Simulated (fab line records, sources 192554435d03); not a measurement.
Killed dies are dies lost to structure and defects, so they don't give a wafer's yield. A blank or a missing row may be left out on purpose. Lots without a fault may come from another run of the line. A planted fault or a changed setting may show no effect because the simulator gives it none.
fab line records | flow n5_finfet
record lots=6 wafers=18 last_day=19
route steps=1938 shown BEOL_M6@1212 PASSIVATION@1936
lots that met no fault: from a run of the same line without faults
start_h: hours from the record's first day to the start of the lot's first wafer shown | wait_h: hours since the lot's step before | " the same as in the row above | L1.1+2: a row that stands for several wafers | - no value, or no start given | * or withheld: withheld | < > ~ a bound
route shown NAME@n: a module of which the file shows steps, and the number in the route of the first | usual: mean/standard deviation of fault-free wafers | same: alike in all rows | chamber/n: place in a boat | sites: the reading at each site | _std_site: their standard deviation | _edge_site: outer sites' mean less inner sites' | radius_mm: how far each site lies from the wafer's centre | mask NAME#n: copy n | behind: the tool/chamber that last shaped the wafer | hold: why the lot was held/for how many hours/how that ended | device: the transistor (n, p or np) that didn't switch | end of line: the same wafers' tests at the end of the route | a step without rows: its recipe alone | killed: dies lost to structure and defects at the first sort, not the wafer's yield | map: a wafer's dies, x killed, . not, _ none there
set.NAME: the setting as run; set.NAME@STEP: as run at that earlier step | model.NAME: the simulator's own value behind a step, which no gauge read
lots at some steps of the route; a table a step, a row a wafer
services: from which hour (start_h, from the record's first day; less than 0 if before it) a tool's chamber was out of use, for how many hours, and why
## steps
# step N5_BEOL_M6_ETCH_62
# recipe chemistry=N2/H2 target=SOC target_depth_a=1100 overetch_a=220 mask_material=SiARC temp_c=40 time_s=165 ion_energy_ev=200 pressure_mtorr=30 source_w=840 bias_w=150 n2_flow_sccm=200 h2_flow_sccm=200
# usual drypump_motor_current_A=5.5/0.37 oes_product_au=0.69/0.058 rf_vpp_V=525.6/2.1 showerhead_plenum_p_Torr=2.60/0.07 temp_c=40.00/0.093 throttle_valve_pct=17.53/0.29
# columns lot.wafer tool chamber start_h wait_h drypump_motor_current_A oes_product_au rf_hours_counter_h rf_vpp_V showerhead_plenum_p_Torr temp_c throttle_valve_pct
L621.1 rie_diel-01 2 261.73 0.0 6.0 0.67 93 527.2 2.68 40.14 17.59
L621.5 " 0 " " 5.9 0.72 - 528.1 2.69 39.98 17.32
L621.6 " 3 " " 5.3 0.72 - 524.8 2.57 39.97 17.52
L625.1 rie_diel-06 1 308.84 0.0 5.6 0.66 125 524.3 2.54 40.08 17.89
L625.2 " 0 " " 5.2 0.74 49 524.9 2.56 39.92 17.03
L625.5 " 2 " " 5.6 0.74 - 524.6 2.60 39.97 17.48
L627.3 rie_diel-04 1 318.68 0.0 6.2 0.59 240 524.5 2.61 40.03 18.19
L627.4 " 0 " " 6.1 0.73 70 525.3 2.58 39.84 17.45
L627.6 " 3 " " 5.5 0.70 - 525.5 2.56 39.97 17.29
L629.1 rie_diel-06 2 322.57 0.0 5.6 0.74 41 524.5 2.60 39.83 17.49
L629.4 " 1 " " 5.6 0.65 131 524.4 2.54 39.96 17.87
L629.6 " 2 " " 5.6 0.73 - 526.6 2.60 39.86 17.47
L635.1 rie_diel-06 1 344.52 0.0 5.6 0.65 138 523.2 2.54 40.03 17.91
L635.4 " 2 " " 5.6 0.72 48 524.4 2.59 40.06 17.49
L635.5 " 2 " " 5.6 0.72 - 525.6 2.59 40.02 17.48
L633.3 rie_diel-06 0 347.70 0.0 5.2 0.72 62 524.7 2.56 40.06 17.06
L633.4 " 3 " " 4.9 0.77 9 528.9 2.71 40.01 17.37
L633.5 " 3 " " 4.9 0.77 - 528.4 2.71 39.95 17.35
# step N5_BEOL_M6_STRIP_68
# recipe chemistry=N2/H2 temp_c=40 n2_flow_sccm=200 h2_flow_sccm=200 rf_frequency_hz=6e+07
# step N5_BEOL_M6_STRIP_67
# recipe chemistry=CF4 resist=SiARC power_w=300 bias_power_w=75 pressure_mtorr=50 cf4_flow_sccm=150 rf_frequency_hz=6e+07
# usual drypump_motor_current_A=5.5/0.37 oes_product_au=0.82/0.069 rf_vpp_V=272.0/1.5 showerhead_plenum_p_Torr=1.84/0.044 throttle_valve_pct=13.35/0.29
# columns lot.wafer tool chamber start_h wait_h drypump_motor_current_A oes_product_au rf_hours_counter_h rf_vpp_V showerhead_plenum_p_Torr throttle_valve_pct
L621.1 rie_diel-01 2 261.88 0.0 5.9 0.79 93 273.7 1.86 13.29
L621.5 " 0 " " 5.9 0.84 - 272.9 1.89 13.07
L621.6 " 3 " " 5.2 0.84 - 270.2 1.83 13.33
L625.1 rie_diel-06 1 308.98 0.0 5.6 0.78 125 272.0 1.79 13.68
L625.2 " 0 " " 5.2 0.86 49 272.1 1.84 13.09
L625.5 " 2 " " 5.6 0.87 - 271.6 1.82 13.07
L627.3 rie_diel-04 1 318.83 0.0 6.2 0.70 240 271.2 1.83 14.03
L627.4 " 0 " " 6.0 0.86 70 271.9 1.83 13.18
L627.6 " 3 " " 5.5 0.83 - 271.1 1.83 13.23
L629.1 rie_diel-06 2 322.71 0.0 5.6 0.86 41 271.3 1.81 13.08
L629.4 " 1 " " 5.6 0.77 131 271.0 1.78 13.70
L629.6 " 2 " " 5.6 0.87 - 272.2 1.81 13.08
L635.1 rie_diel-06 1 344.67 0.0 5.6 0.76 138 269.6 1.78 13.69
L635.4 " 2 " " 5.6 0.87 48 272.5 1.81 13.10
L635.5 " 2 " " 5.6 0.87 - 273.0 1.81 13.10
L633.3 rie_diel-06 0 347.84 0.0 5.2 0.84 62 272.2 1.83 13.15
L633.4 " 3 " " 4.9 0.92 9 273.9 1.92 13.26
L633.5 " 3 " " 4.9 0.92 - 274.2 1.92 13.25
# step N5_BEOL_M6_HM_OPEN_17
# recipe chemistry=Cl2/BCl3 target_depth_a=200 overetch_a=60 target=TiN mask_material=SOC ion_energy_ev=150 pressure_mtorr=10 icp_w=1000 bias_w=126 Cl2_flow_sccm=53.25 bcl3_flow_sccm=21.75 Ar_flow_sccm=25
# usual drypump_motor_current_A=5.7/0.59 oes_product_au=0.67/0.046 throttle_valve_pct=22.03/0.14
# columns lot.wafer tool chamber start_h wait_h drypump_motor_current_A oes_product_au rf_hours_counter_h throttle_valve_pct
L621.1 rie_metal-01 1 261.92 0.0 5.0 0.66 49 21.98
L621.5 " 0 " " 5.5 0.65 - 22.12
L621.6 " 1 " " 5.0 0.66 - 21.99
L625.1 rie_metal-01 0 309.02 0.0 5.5 0.64 48 22.15
L625.2 " 1 " " 5.0 0.65 53 21.98
L625.5 " 1 " " 5.0 0.65 - 22.00
L627.3 rie_metal-03 0 318.90 0.1 5.7 0.74 - 21.89
L627.4 " 1 " " 6.7 0.68 - 21.98
L627.6 " 1 " " 6.7 0.68 - 21.98
L629.1 rie_metal-01 1 322.76 0.0 5.0 0.64 54 22.00
L629.4 " 1 " " 5.0 0.65 - 21.99
L629.6 " 0 " " 5.5 0.64 - 22.14
L635.1 rie_metal-01 1 344.71 0.0 5.0 0.65 56 21.99
L635.4 " 0 " " 5.5 0.64 - 22.14
L635.5 " 1 " " 5.0 0.64 - 22.00
L633.3 rie_metal-01 0 347.92 0.1 5.5 0.63 - 22.15
L633.4 " 1 " " 5.0 0.64 - 21.99
L633.5 " 0 " " 5.5 0.64 - 22.14
# step N5_BEOL_M6_STRIP_19
# recipe chemistry=O2 power_w=400 temp_c=40 pressure_mtorr=30 rf_frequency_hz=6e+07 bias_power_w=0 overash_fraction=0.2 o2_flow_sccm=225
# usual drypump_motor_current_A=5.7/0.35 oes_product_au=0.81/0.079 rf_vpp_V=3.7/0.63 showerhead_plenum_p_Torr=2.15/0.046 temp_c=39.99/0.11 throttle_valve_pct=16.5/0.31
# columns lot.wafer tool chamber start_h wait_h drypump_motor_current_A oes_product_au rf_hours_counter_h rf_vpp_V showerhead_plenum_p_Torr temp_c throttle_valve_pct
L621.1 rie_diel-01 2 262.08 0.1 5.9 0.79 93 2.5 2.20 40.10 16.4
L621.5 " 1 " " 5.3 0.70 - 4.3 2.14 39.88 16.8
L621.6 " 0 " " 5.9 0.86 - 3.6 2.23 39.91 16.2
L625.1 rie_diel-01 0 309.21 0.2 5.9 0.83 64 3.1 2.22 39.92 16.2
L625.2 " 2 " " 5.9 0.77 108 3.3 2.20 40.05 16.4
L625.5 " 0 " " 5.9 0.84 - 3.5 2.22 39.90 16.2
L627.3 rie_diel-01 0 318.98 0.1 5.9 0.83 68 3.4 2.22 40.03 16.3
L627.4 " 3 " " 5.2 0.83 - 2.6 2.12 39.97 16.4
L627.6 " 0 " " 5.9 0.83 - 3.9 2.22 40.02 16.3
L629.1 rie_diel-04 1 322.93 0.1 6.2 0.69 242 3.2 2.17 40.05 17.2
L629.4 " 3 " " 5.5 0.84 58 4.2 2.15 39.77 16.4
L629.6 " 1 " " 6.2 0.69 - 4.4 2.17 40.01 17.2
L635.1 rie_diel-04 1 345.19 0.4 6.2 0.68 248 4.3 2.17 40.09 17.2
L635.4 " 1 " " 6.2 0.69 - 4.8 2.16 40.16 17.2
L635.5 " 3 " " 5.5 0.81 - 2.6 2.15 40.04 16.4
L633.3 rie_diel-01 1 348.00 0.1 5.3 1.00 3 5.2 2.14 40.07 16.4
L633.4 " 0 " " 5.9 0.82 80 4.0 2.22 39.94 16.3
L633.5 " 1 " " 5.3 0.99 - 4.6 2.14 39.99 16.4
# step N5_BEOL_M6_CD_MEAS_18
# recipe pitch_nm=80 target_cd_nm=40
# usual cd_nm=39.9/0.57
# columns lot.wafer tool chamber start_h wait_h cd_nm
L621.1 cd_sem-01 - 262.15 0.0 39.6
L621.5 " - " " 39.5
L621.6 " - " " 39.3
L625.1 cd_sem-01 - 309.28 0.0 39.8
L625.2 " - " " 39.6
L625.5 " - " " 39.8
L627.3 cd_sem-03 - 319.06 0.1 40.1
L627.4 " - " " 40.6
L627.6 " - " " 39.7
L629.1 cd_sem-03 - 323.00 0.0 39.5
L629.4 " - " " 38.7
L629.6 " - " " 39.7
L635.1 cd_sem-03 - 345.26 0.0 40.4
L635.4 " - " " 40.2
L635.5 " - " " 40.6
L633.3 cd_sem-02 - 348.07 0.1 39.7
L633.4 " - " " 39.0
L633.5 " - " " 38.7
# step N5_BEOL_M6_COAT_63
# recipe resist=SOC temp_c=250 time_s=60 spin_rpm=1500 resist_thk_nm=60
# step N5_BEOL_M6_COAT_64
# recipe resist=SiARC temp_c=220 time_s=60 spin_rpm=1500 resist_thk_nm=12
# step N5_BEOL_M6_COAT_71
# recipe resist=underlayer temp_c=205 time_s=60 spin_rpm=1500 resist_thk_nm=5
# step N5_BEOL_M6_COAT_22
# recipe resist=CAR-EUV spin_rpm=1500 resist_thk_nm=30
# step N5_BEOL_M6_EBR_24
# recipe solvent=PGMEA ebr_width_mm=1.5
# step N5_BEOL_M6_SOFTBAKE_23
# recipe temp_c=110 time_s=60 resist=CAR-EUV
# step N5_BEOL_M6_EXPOSE_25
# recipe mask_id=V5 na=0.33 source_shape=annular sigma_inner=0.4 sigma_outer=0.8 polarization=unpolarized target_cd_nm=40 dose_mj=45
# columns lot.wafer tool chamber start_h wait_h mask
L621.1+5+6 euv_scanner-01 0 263.71 - V5#0
L625.1+2+5 euv_scanner-02 0 309.47 - V5#0
L627.3+4+6 euv_scanner-01 0 320.70 - V5#0
L629.1+4+6 euv_scanner-02 0 325.35 - V5#0
L635.1+4+5 euv_scanner-02 0 345.52 - V5#0
L633.3+4+5 euv_scanner-01 0 349.97 - V5#0
# step N5_BEOL_M6_PEB_26
# recipe peb_temp_c=100 peb_time_s=60 resist=CAR-EUV
# step N5_BEOL_M6_DEVELOP_27
# recipe develop_time_s=30 developer=TMAH resist=CAR-EUV rinse_liquid=surfactant_rinse dry=air_spin dev_temp_c=23
# step N5_BEOL_M6_CD_MEAS_28
# recipe target_cd_nm=40 landing_energy_ev=500 detector=se_inlens
# usual cd_nm=40.07/0.24
# columns lot.wafer tool chamber start_h wait_h cd_nm
L621.1 cd_sem-03 0 263.85 - 39.97
L621.5 " 0 " " 40.24
L621.6 " 0 " " 39.92
L625.1 cd_sem-03 0 309.60 - 39.91
L625.2 " 0 " " 40.48
L625.5 " 0 " " 40.02
L627.3 cd_sem-01 0 320.82 - 40.21
L627.4 " 0 " " 40.13
L627.6 " 0 " " 40.35
L629.1 cd_sem-02 0 325.49 - 40.12
L629.4 " 0 " " 40.08
L629.6 " 0 " " 39.41
L635.1 cd_sem-02 0 345.65 - 40.26
L635.4 " 0 " " 39.76
L635.5 " 0 " " 39.83
L633.3 cd_sem-03 0 350.09 - 40.02
L633.4 " 0 " " 40.23
L633.5 " 0 " " 40.88
# step N5_BEOL_M6_OVL_MEAS_29
# recipe points_per_wafer=522
# usual V5_OVL=-0.3/0.89
# columns lot.wafer tool chamber start_h wait_h V5_OVL[nm]
L621.1 overlay-02 0 263.88 0.0 -0.8
L621.5 " 0 " " -1.2
L621.6 " 0 " " -1.1
L625.1 overlay-01 0 309.63 0.0 0.2
L625.2 " 0 " " 0.6
L625.5 " 0 " " 0.5
L627.3 overlay-01 0 320.86 0.0 -0.9
L627.4 " 0 " " -0.2
L627.6 " 0 " " -1.1
L629.1 overlay-02 0 325.52 0.0 0.6
L629.4 " 0 " " -0.9
L629.6 " 0 " " -0.4
L635.1 overlay-02 0 345.68 0.0 1.1
L635.4 " 0 " " -0.2
L635.5 " 0 " " 0.6
L633.3 overlay-02 0 350.13 0.0 1.7
L633.4 " 0 " " 0.4
L633.5 " 0 " " 0.4
# step N5_BEOL_M6_INSPECT_30
# recipe mode=adi inspect_instrument=brightfield
# usual raw_defect_count=424/99
# columns lot.wafer tool chamber start_h wait_h raw_defect_count
L621.1 defect_inspect-01 - 263.94 0.1 470
L621.5 " - " " 437
L621.6 " - " " 412
L625.1 defect_inspect-01 - 309.69 0.1 465
L625.2 " - " " 509
L625.5 " - " " 688
L627.3 defect_inspect-01 - 321.20 0.3 296
L627.4 " - " " 431
L627.6 " - " " 422
L629.1 defect_inspect-01 - 325.58 0.1 371
L629.4 " - " " 515
L629.6 " - " " 577
L635.1 defect_inspect-01 - 345.74 0.1 514
L635.4 " - " " 371
L635.5 " - " " 528
L633.3 defect_inspect-01 - 350.18 0.0 412
L633.4 " - " " 416
L633.5 " - " " 397
# step N5_BEOL_M6_DESCUM_33
# recipe chemistry=O2 time_s=7 source_power_w=50 bias_power_w=20 pressure_mtorr=20 rf_frequency_hz=2.712e+07 temp_c=40 resist=CAR-EUV o2_flow_sccm=225
# usual drypump_motor_current_A=5.6/0.38 oes_product_au=0.82/0.082 rf_vpp_V=243.6/1.2 showerhead_plenum_p_Torr=2.14/0.049 temp_c=40.01/0.12 throttle_valve_pct=20.3/0.33
# columns lot.wafer tool chamber start_h wait_h drypump_motor_current_A oes_product_au rf_hours_counter_h rf_vpp_V showerhead_plenum_p_Torr temp_c throttle_valve_pct model.BEOL_M6.cd_nm
L621.1 rie_diel-04 2 263.99 0.1 5.9 0.71 229 243.2 2.08 40.08 20.6 40.2
L621.5 " 0 " " 6.1 0.89 - 244.2 2.15 40.08 20.0 40.2
L621.6 " 3 " " 5.5 0.86 - 242.9 2.15 39.96 20.1 40
L625.1 rie_diel-06 1 309.72 0.0 5.5 0.77 126 243.2 2.10 39.90 20.6 40
L625.2 " 2 " " 5.6 0.88 35 242.6 2.13 39.98 20.0 40.2
L625.5 " 2 " " 5.6 0.88 - 244.0 2.13 40.18 20.0 39.8
L627.3 rie_diel-06 1 321.24 0.0 5.6 0.76 130 242.1 2.10 39.93 20.7 40
L627.4 " 0 " " 5.2 0.86 54 244.5 2.13 39.95 19.9 40
L627.6 " 1 " " 5.5 0.77 - 243.1 2.10 40.01 20.7 40.6
L629.1 rie_diel-06 1 325.61 0.0 5.6 0.77 131 243.0 2.10 40.06 20.7 40
L629.4 " 2 " " 5.6 0.87 41 244.8 2.13 39.93 20.0 39.8
L629.6 " 3 " " 5.0 0.97 - 245.9 2.22 40.23 20.0 39.8
L635.1 rie_diel-04 0 345.78 0.0 6.1 0.85 79 243.0 2.14 39.93 20.1 40.2
L635.4 " 1 " " 6.2 0.68 - 245.6 2.16 39.91 21.0 40
L635.5 " 0 " " 6.1 0.85 - 243.8 2.14 40.08 20.1 39.8
L633.3 rie_diel-04 3 350.31 0.1 5.5 0.81 67 242.7 2.14 40.12 20.2 40.4
L633.4 " 0 " " 6.1 0.85 - 243.8 2.14 40.01 20.1 40.2
L633.5 " 1 " " 6.2 0.68 - 243.4 2.16 40.09 20.9 40.4
# step N5_BEOL_M6_ETCH_72
# recipe chemistry=N2/H2 target=underlayer target_depth_a=65 mask_material=CAR-EUV time_s=5.2 ion_energy_ev=200 pressure_mtorr=30 source_w=840 bias_w=150 n2_flow_sccm=200 h2_flow_sccm=200 ends=cleared
# usual drypump_motor_current_A=5.6/0.38 etch_rf_on_time_s=5.18/0.085 oes_product_au=0.70/0.068 rf_vpp_V=525.1/2.1 showerhead_plenum_p_Torr=2.58/0.062 throttle_valve_pct=17.6/0.34
# columns lot.wafer tool chamber start_h wait_h drypump_motor_current_A etch_rf_on_time_s oes_product_au rf_hours_counter_h rf_vpp_V showerhead_plenum_p_Torr throttle_valve_pct
L621.1 rie_diel-04 2 264.03 0.0 5.9 5.24 0.60 229 525.2 2.50 18.0
L621.5 " 0 " " 6.1 5.09 0.75 - 525.4 2.58 17.4
L621.6 " 3 " " 5.4 5.10 0.72 - 528.0 2.57 17.3
L625.1 rie_diel-06 1 309.76 0.0 5.5 5.23 0.65 126 526.1 2.54 17.9
L625.2 " 2 " " 5.6 5.17 0.75 35 520.2 2.60 17.5
L625.5 " 2 " " 5.6 5.10 0.75 - 525.9 2.60 17.5
L627.3 rie_diel-06 1 321.27 0.0 5.6 5.29 0.65 130 524.2 2.54 17.9
L627.4 " 0 " " 5.2 5.35 0.73 54 525.0 2.56 17.1
L627.6 " 1 " " 5.6 5.25 0.66 - 522.2 2.54 17.9
L629.1 rie_diel-06 1 325.65 0.0 5.6 5.21 0.65 131 525.3 2.54 17.9
L629.4 " 2 " " 5.6 5.14 0.74 41 526.2 2.60 17.5
L629.6 " 3 " " 5.0 5.19 0.82 - 530.6 2.71 17.4
L635.1 rie_diel-04 0 345.81 0.0 6.1 5.17 0.72 79 524.5 2.57 17.5
L635.4 " 1 " " 6.2 5.21 0.59 - 525.1 2.61 18.3
L635.5 " 0 " " 6.1 5.14 0.72 - 524.0 2.57 17.5
L633.3 rie_diel-04 3 350.35 0.0 5.5 5.07 0.70 67 523.5 2.56 17.3
L633.4 " 0 " " 6.1 5.15 0.73 - 526.4 2.57 17.5
L633.5 " 1 " " 6.2 5.17 0.59 - 524.8 2.61 18.2
# step N5_BEOL_M6_ETCH_65
# recipe chemistry=CF4 target=SiARC target_depth_a=156 mask_material=CAR-EUV time_s=26 ion_energy_ev=80 pressure_mtorr=40 source_w=545 bias_w=36 Ar_flow_sccm=100 cf4_flow_sccm=100 ends=cleared
# usual drypump_motor_current_A=5.6/0.37 etch_rf_on_time_s=26.0/0.45 oes_product_au=0.70/0.069 rf_vpp_V=184.5/1 showerhead_plenum_p_Torr=2.18/0.048 throttle_valve_pct=15.4/0.33
# columns lot.wafer tool chamber start_h wait_h drypump_motor_current_A etch_rf_on_time_s oes_product_au rf_hours_counter_h rf_vpp_V showerhead_plenum_p_Torr throttle_valve_pct model.BEOL_M6.cd_nm
L621.1 rie_diel-04 2 264.04 0.0 5.9 26.5 0.60 229 184.3 2.11 15.7 40.2
L621.5 " 0 " " 6.1 25.4 0.76 - 185.8 2.18 15.1 40
L621.6 " 3 " " 5.5 26.0 0.73 - 185.1 2.18 15.2 40
L625.1 rie_diel-06 1 309.77 0.0 5.6 26.0 0.66 126 181.4 2.14 15.7 40.2
L625.2 " 2 " " 5.6 25.4 0.76 36 185.6 2.17 15.1 40.2
L625.5 " 2 " " 5.6 25.2 0.77 - 185.0 2.17 15.1 39.8
L627.3 rie_diel-06 1 321.29 0.0 5.6 26.3 0.66 130 184.4 2.14 15.7 40
L627.4 " 0 " " 5.2 26.0 0.72 54 184.9 2.17 15.1 40
L627.6 " 1 " " 5.6 26.2 0.66 - 183.3 2.14 15.7 40.8
L629.1 rie_diel-06 1 325.67 0.0 5.5 26.0 0.66 131 184.6 2.14 15.7 40.2
L629.4 " 2 " " 5.6 25.4 0.76 41 183.9 2.17 15.1 39.8
L629.6 " 3 " " 5.0 26.0 0.82 - 186.5 2.29 15.3 39.8
L635.1 rie_diel-04 0 345.83 0.0 6.1 25.8 0.73 79 183.7 2.17 15.2 40
L635.4 " 1 " " 6.2 26.0 0.59 - 185.0 2.19 16.1 40
L635.5 " 0 " " 6.1 25.9 0.72 - 185.5 2.17 15.2 39.6
L633.3 rie_diel-04 3 350.37 0.0 5.5 26.1 0.70 67 185.2 2.17 15.3 40.4
L633.4 " 0 " " 6.1 25.8 0.72 - 184.8 2.17 15.2 40
L633.5 " 1 " " 6.2 25.9 0.60 - 184.7 2.19 16.1 40.6
# step N5_BEOL_M6_ETCH_66
# recipe chemistry=N2/H2 target=SOC target_depth_a=800 overetch_a=160 mask_material=SiARC temp_c=40 time_s=120 ion_energy_ev=200 pressure_mtorr=30 source_w=840 bias_w=150 n2_flow_sccm=200 h2_flow_sccm=200
# step N5_PASSIVATION_PROBE_49
# usual defect_limited_yield=91.3/1.4 killed_at_M0_to_M3=34/10 killed_at_M4_up=14/5.5 killed_at_contacts=12/6 killed_at_front_end=40/10 killed_at_other=3.0/2.4 killed_dies=103/17 killed_open=68/13 killed_short=34/7.8 sort_bin_4_leakage=0.00/0.014 sort_bin_5_function=5.1/0.97 sort_bin_6_memory=3.3/0.66 sort_bin_8_speed=0.02/0.12 sort_n_pass=1077/17 sort_yield_pct=91.2/1.4
# same gross_dies=1180 killed_at_back_side=0
# columns lot.wafer tool chamber start_h wait_h defect_limited_yield[%] killed_at_M0_to_M3 killed_at_M4_up killed_at_contacts killed_at_front_end killed_at_other killed_dies killed_open killed_short sort_bin_4_leakage[%] sort_bin_5_function[%] sort_bin_6_memory[%] sort_bin_8_speed[%] sort_n_pass sort_yield_pct[%]
L625.1 prober-01 - 399.57 0.0 91.4 30 14 20 37 0 101 64 36 0 4.7 3.7 0 1079 91.4
L625.2 prober-01 - 399.62 0.1 90.4 32 17 14 49 1 113 78 34 0 5.0 4.2 0 1067 90.4
L625.5 prober-01 - 399.77 0.2 92.4 17 14 20 37 2 90 56 32 0 4.8 2.6 0 1090 92.4
L627.3 prober-02 - 410.20 0.1 91.2 26 18 12 45 3 104 82 22 0 5.2 3.6 0 1076 91.2
L627.4 prober-02 - 410.25 0.2 90.4 33 9 11 58 2 113 79 33 0 5.8 3.4 0 1067 90.4
L627.6 prober-02 - 410.35 0.3 91.7 27 12 14 39 6 98 71 26 0 4.8 3.1 0 1082 91.7
L629.1 prober-01 - 416.60 0.0 90.4 51 20 6 35 1 113 80 33 0 5.9 3.5 0 1067 90.4
L629.4 prober-01 - 416.75 0.2 91.4 41 5 8 43 4 101 52 48 0 4.9 3.3 0 1079 91.4
L629.6 prober-01 - 416.85 0.3 91.4 33 13 8 47 1 102 67 30 0 5.1 3.0 0 1078 91.4
L635.1 prober-01 - 450.28 0.0 91.6 32 12 11 38 6 99 62 32 0 4.3 3.8 0 1081 91.6
L635.4 prober-01 - 450.43 0.2 93.0 20 16 5 33 9 83 52 30 0 3.8 3.1 0 1097 93.0
L635.5 prober-01 - 450.48 0.2 91.8 32 10 20 30 5 97 69 26 0 5.2 2.9 0 1083 91.8
# killed by level:class
L625.1 MOL_CONTACT_COAG:geometric_particle:open=16 STI_FIN_REVEAL:geometric_particle:open=10 BEOL_M0_SAQP:geometric_particle:short=8 FIN_SAQP:geometric_particle:short=7 BEOL_M1:geometric_particle:open=6 DUMMY_GATE:geometric_particle:open=5 BEOL_M0_SAQP:geometric_particle:open=5 BEOL_M3:geometric_particle:open=4
L625.2 STI_FIN_REVEAL:geometric_particle:open=14 FIN_SAQP:geometric_particle:open=12 MOL_CONTACT_COAG:geometric_particle:open=11 FIN_SAQP:geometric_particle:short=7 BEOL_M1:geometric_particle:open=7 BEOL_M0_SAQP:geometric_particle:short=6 BEOL_M4:geometric_particle:open=6 BEOL_M3:geometric_particle:short=5
L625.5 STI_FIN_REVEAL:geometric_particle:open=14 MOL_CONTACT_COAG:geometric_particle:open=14 FIN_SAQP:geometric_particle:short=6 MOL_CONTACT_COAG:geometric_particle:short=6 BEOL_M3:geometric_particle:open=6 STI_FIN_REVEAL:geometric_particle:short=4 BEOL_M0_SAQP:geometric_particle:short=4 BEOL_M3:geometric_particle:short=4
L627.3 STI_FIN_REVEAL:geometric_particle:open=16 MOL_CONTACT_COAG:geometric_particle:open=12 BEOL_M2:geometric_particle:open=10 FIN_SAQP:geometric_particle:open=7 BEOL_M4:geometric_particle:open=6 BEOL_M3:geometric_particle:open=6 STI_FIN_REVEAL:geometric_particle:short=4 DUMMY_GATE:geometric_particle:open=4
L627.4 STI_FIN_REVEAL:geometric_particle:open=31 MOL_CONTACT_COAG:geometric_particle:open=9 BEOL_M3:geometric_particle:open=7 BEOL_M0_SAQP:geometric_particle:short=6 BEOL_M2:geometric_particle:open=5 FIN_SAQP:geometric_particle:open=4 STI_FIN_REVEAL:geometric_particle:short=4 DUMMY_GATE:geometric_particle:open=4
L627.6 FIN_SAQP:geometric_particle:open=18 MOL_CONTACT_COAG:geometric_particle:open=11 FIN_SAQP:geometric_particle:short=8 BEOL_M0_SAQP:geometric_particle:short=7 BEOL_M0:geometric_particle:open=7 BEOL_M0_SAQP:geometric_particle:open=5 BEOL_M2:geometric_particle:open=5 BEOL_M5:geometric_particle:open=5
L629.1 BEOL_M3:geometric_particle:open=13 BEOL_M0_SAQP:geometric_particle:short=11 BEOL_M0_SAQP:geometric_particle:open=9 BEOL_M1:geometric_particle:open=9 BEOL_M4:geometric_particle:open=9 FIN_SAQP:geometric_particle:short=7 MOL_CONTACT_COAG:geometric_particle:open=6 STI_FIN_REVEAL:geometric_particle:open=5
L629.4 FIN_SAQP:geometric_particle:short=14 BEOL_M3:geometric_particle:open=11 BEOL_M0_SAQP:geometric_particle:short=9 MOL_CONTACT_COAG:geometric_particle:open=7 BEOL_M0_SAQP:geometric_particle:open=6 DUMMY_GATE:geometric_particle:open=5 GATE_CUT:geometric_particle:short=5 FIN_SAQP:geometric_particle:open=4
L629.6 STI_FIN_REVEAL:geometric_particle:open=12 BEOL_M3:geometric_particle:open=11 BEOL_M4:geometric_particle:open=9 FIN_SAQP:geometric_particle:short=8 FIN_SAQP:geometric_particle:open=8 MOL_CONTACT_COAG:geometric_particle:open=7 BEOL_M0_SAQP:geometric_particle:short=5 BEOL_M1:geometric_particle:open=5
L635.1 MOL_CONTACT_COAG:geometric_particle:open=10 BEOL_M0_SAQP:geometric_particle:open=9 FIN_SAQP:geometric_particle:short=8 STI_FIN_REVEAL:geometric_particle:open=6 FIN_SAQP:geometric_particle:open=5 DUMMY_GATE:geometric_particle:open=5 BEOL_M0_SAQP:geometric_particle:short=5 BEOL_M3:geometric_particle:short=4
L635.4 FIN_SAQP:geometric_particle:short=9 FIN_SAQP:geometric_particle:open=6 BEOL_M5:geometric_particle:open=6 BEOL_M2:geometric_particle:open=5 BEOL_M4:geometric_particle:open=5 DUMMY_GATE:geometric_particle:short=4 MOL_CONTACT_COAG:geometric_particle:open=4 BEOL_M0_SAQP:geometric_particle:open=4
L635.5 MOL_CONTACT_COAG:geometric_particle:open=15 BEOL_M3:geometric_particle:open=10 FIN_SAQP:geometric_particle:short=7 BEOL_M0_SAQP:geometric_particle:open=7 BEOL_M2:geometric_particle:open=6 FIN_SAQP:geometric_particle:open=5 ILD0:geometric_particle:open=5 MOL_CONTACT_COAG:geometric_particle:short=5
## services
# columns tool chamber start_h hours kind
euv_scanner-02 - 247.77 3.2 repair
rie_diel-01 - 252.18 2.8 pm
euv_scanner-02 - 254.43 1.0 pm
rie_metal-03 1 272.82 4.8 repair
euv_scanner-01 - 288.59 1.0 pm
rie_diel-06 3 304.55 - clean
rie_diel-06 3 304.55 - consumable_replace:focus_ring
rie_diel-06 3 304.55 - consumable_replace:showerhead
rie_diel-06 3 304.55 15.0 scheduled_down
rie_diel-06 3 304.55 15.0 vent_cycle
euv_scanner-02 - 310.58 1.0 pm
rie_diel-01 1 310.65 - clean
rie_diel-01 1 310.65 - consumable_replace:focus_ring
rie_diel-01 1 310.65 29.0 scheduled_down
rie_diel-01 1 310.65 29.0 vent_cycle
euv_scanner-02 0 324.54 - calibration
euv_scanner-01 0 333.82 - calibration
euv_scanner-01 - 334.51 0.3 repair
rie_diel-04 2 335.54 - clean
rie_diel-04 2 335.54 - consumable_replace:focus_ring
rie_diel-04 2 335.54 23.7 scheduled_down
rie_diel-04 2 335.54 23.7 vent_cycle
rie_diel-04 1 338.83 3.5 repair
euv_scanner-01 - 344.74 1.0 pm
## key
first_sign none at tools or gauges
model_effect step=N5_BEOL_M6_DESCUM_33 value=BEOL_M6.cd_nm without=40.1 struck=40.5
model_effect step=N5_BEOL_M6_ETCH_65 value=BEOL_M6.cd_nm without=40.2 struck=40.7
met_at N5_BEOL_M6_EXPOSE_25
struck_wafers L627.6,L633.5
onset_between 263.71 320.70
fault kind=process_parameter_drift tool=euv_scanner-01 chamber=- onset_h=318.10 steps=N5_BEOL_M6_EXPOSE_25 channel=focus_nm offset=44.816 shape=step end_h=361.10 scope=struck_wafers_only
